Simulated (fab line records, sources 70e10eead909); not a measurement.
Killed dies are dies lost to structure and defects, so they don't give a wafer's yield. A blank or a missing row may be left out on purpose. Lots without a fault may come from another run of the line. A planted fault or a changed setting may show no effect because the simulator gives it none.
Which tool did it? | flow nand_harc | 7 lots, 20 wafers sampled, at 2 steps of a route of 1302

WHAT THE GAUGES READ, wafer by wafer
NHARC_THIN_TSV_CD_MEAS_12: target cd 1000 nm.
lot  | measured     | on        | cd_nm (nm)
L284 | day 24 09:44 | cd_sem-01 | 1003.0 1004.5 1000.8
L287 | day 25 12:50 | cd_sem-01 | 1002.8 1000.0 999.6
L293 | day 27 19:25 | cd_sem-03 | 1000.8
L297 | day 29 07:05 | cd_sem-02 | 1000.1 1001.4 1002.3
L301 | day 31 08:37 | cd_sem-01 | 1002.4 1000.6 997.1
L302 | day 31 18:12 | cd_sem-03 | 998.8 997.1 999.2
L304 | day 32 21:47 | cd_sem-01 | 1000.9 999.2 998.3

WHICH TOOL RAN EACH LOT (tool, then ch and the chambers of the sampled wafers, then the start)
lot  | NHARC_P_GATE_DEVELOP_45
L284 | litho_track-07 ch 0, day 6 07:00
L287 | litho_track-03 ch 0, day 7 16:00
L293 | litho_track-07 ch 0, day 9 23:00
L297 | litho_track-03 ch 0, day 11 18:00
L301 | litho_track-03 ch 0, day 13 07:00
L302 | litho_track-02 ch 0, day 13 23:00
L304 | litho_track-02 ch 0, day 14 20:00
- NHARC_P_GATE_DEVELOP_45: time 70 s.

THE ANSWER, worked out from the rows above alone
Rule: what is usual is taken from the lots themselves. Put in order of their means at a reading, lots are off if they are a third of the lots or fewer, leave a main group of 4 or more, and stand apart from it by a gap of 3 or more times the standard deviation of the main group's means; of several such gaps the widest counts. A main group whose means are all the same, to the digits that the tables above print for the reading, isn't used. A lot without any number at a reading at which 4 lots or more have one is off too. The other lots that the step has rows for count as sound.
No lot is off at any reading shown: from this, nothing can be told.

WHAT THE SIMULATOR HAD PUT IN
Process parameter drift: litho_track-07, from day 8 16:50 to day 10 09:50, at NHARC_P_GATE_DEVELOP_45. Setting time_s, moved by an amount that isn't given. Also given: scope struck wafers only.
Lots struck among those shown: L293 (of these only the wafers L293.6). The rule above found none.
